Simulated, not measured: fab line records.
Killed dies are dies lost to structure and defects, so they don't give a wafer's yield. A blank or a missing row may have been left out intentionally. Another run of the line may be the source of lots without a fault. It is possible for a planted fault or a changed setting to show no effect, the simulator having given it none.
Matching of chambers + flow nandHarc + rieSi-01 running NHARC_A_WL_FILL_ETCHBACK_26: 4 sister chambers
The step etches the open film in HBr, target depth 52 nm, time 13.3 s. 4 wafers are shown with their chamber, then 8 later ones without.

WAFERS PAIRED WITH THEIR CHAMBERS
| wafer  | chamber | throttleValvePct (%) |
|--------|---------|----------------------|
| L782.4 | 0       | 23.267               |
| L792.5 | 1       | 23.264               |
| L795.5 | 2       | 23.270               |
| L798.2 | 3       | 23.260               |

WAFERS WITH NO CHAMBER GIVEN
| wafer  | throttleValvePct (%) |
|--------|----------------------|
| L798.3 | 23.274               |
| L798.6 | 23.268               |
| L799.2 | 23.257               |
| L799.3 | 23.264               |
| L799.5 | 23.275               |
| L800.3 | 23.266               |
| L800.5 | 23.274               |
| L800.6 | 23.258               |

EACH ONE'S CHAMBER
| wafer  | from the rows above               | in truth |
|--------|-----------------------------------|----------|
| L798.3 | can't be placed: 2 or 0 or 1      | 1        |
| L798.6 | can't be placed: 0 or 2 or 1      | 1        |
| L799.2 | can't be placed: 3 or 1           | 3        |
| L799.3 | can't be placed: 1 or 0 or 3 or 2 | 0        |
| L799.5 | can't be placed: 2 or 0 or 1      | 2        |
| L800.3 | can't be placed: 0 or 1 or 2 or 3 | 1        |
| L800.5 | can't be placed: 2 or 0 or 1      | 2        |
| L800.6 | can't be placed: 3 or 1           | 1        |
Placed correctly: 0 of 8. These rows do not allow placing 8 (true chamber among the candidates in 8). Number placed wrongly: 0.
How it was worked out, from the rows above alone: a wafer's distance from a chamber is the root of the sum, over the readings, of the square of ((its reading less the chamber's mean) divided by the reading's scatter). The wafer belongs to the nearest chamber; if the next one is less than 2 further off, it can't be placed. A chamber's mean is the mean of its shown wafers. The scatter: with one shown wafer a chamber, the root of the mean of the squares of how far each hidden wafer lies from its nearest shown one.
